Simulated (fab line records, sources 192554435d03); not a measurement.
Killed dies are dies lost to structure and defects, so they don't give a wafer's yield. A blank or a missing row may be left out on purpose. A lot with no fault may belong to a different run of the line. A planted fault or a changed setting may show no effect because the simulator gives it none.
Chamber matching	flow n5-finfet	3 sister chambers for N5_BEOL_M5_CO_CAP_78 on cvd-co-01
The step material Co, precursor CCTBA/H2, target thk 2 nm, time 102.1 s. 6 wafers are shown with their chamber, then 8 later ones without.

WAFERS PAIRED WITH THEIR CHAMBERS
wafer	chamber	heater-power-w (W)	chamber-pressure-Torr (Torr)
L081.3	2	243	30.08
L083.1	0	250	30.08
L083.6	2	244	30.10
L085.4	0	251	30.17
L085.6	1	247	30.01
L086.2	1	242	30.03

WAFERS WITHOUT THEIR CHAMBER
wafer	heater-power-w (W)	chamber-pressure-Torr (Torr)
L086.3	246	30.01
L086.6	245	29.94
L089.2	245	30.14
L089.4	256	29.99
L089.5	247	30.01
L093.3	254	29.98
L093.5	244	30.03
L093.6	243	30.08

EACH ONE'S CHAMBER
wafer	from the rows above	in truth
L086.3	can't be placed: 1 or 2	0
L086.6	can't be placed: 1 or 2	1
L089.2	can't be placed: 2 or 0 or 1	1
L089.4	can't be placed: 0 or 1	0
L089.5	can't be placed: 1 or 2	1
L093.3	can't be placed: 0 or 1 or 2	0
L093.5	can't be placed: 1 or 2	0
L093.6	can't be placed: 2 or 1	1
Correctly placed: 0 of 8. Unplaceable from these rows: 8, with the true chamber sitting among the candidates in 6. Wrongly placed: 0.
How it was worked out, from the rows above alone: a wafer's distance from a chamber is the root of the sum, over the readings, of the square of ((its reading less the chamber's mean) divided by the reading's scatter). If the next closest chamber is less than 2 further off than the closest, the wafer can't be placed; otherwise it belongs to the closest. The mean given for a chamber averages the wafers shown for that chamber. The scatter: the root of (the sum of the squares of (reading less its chamber's mean) over the shown wafers, divided by (wafers less chambers)).
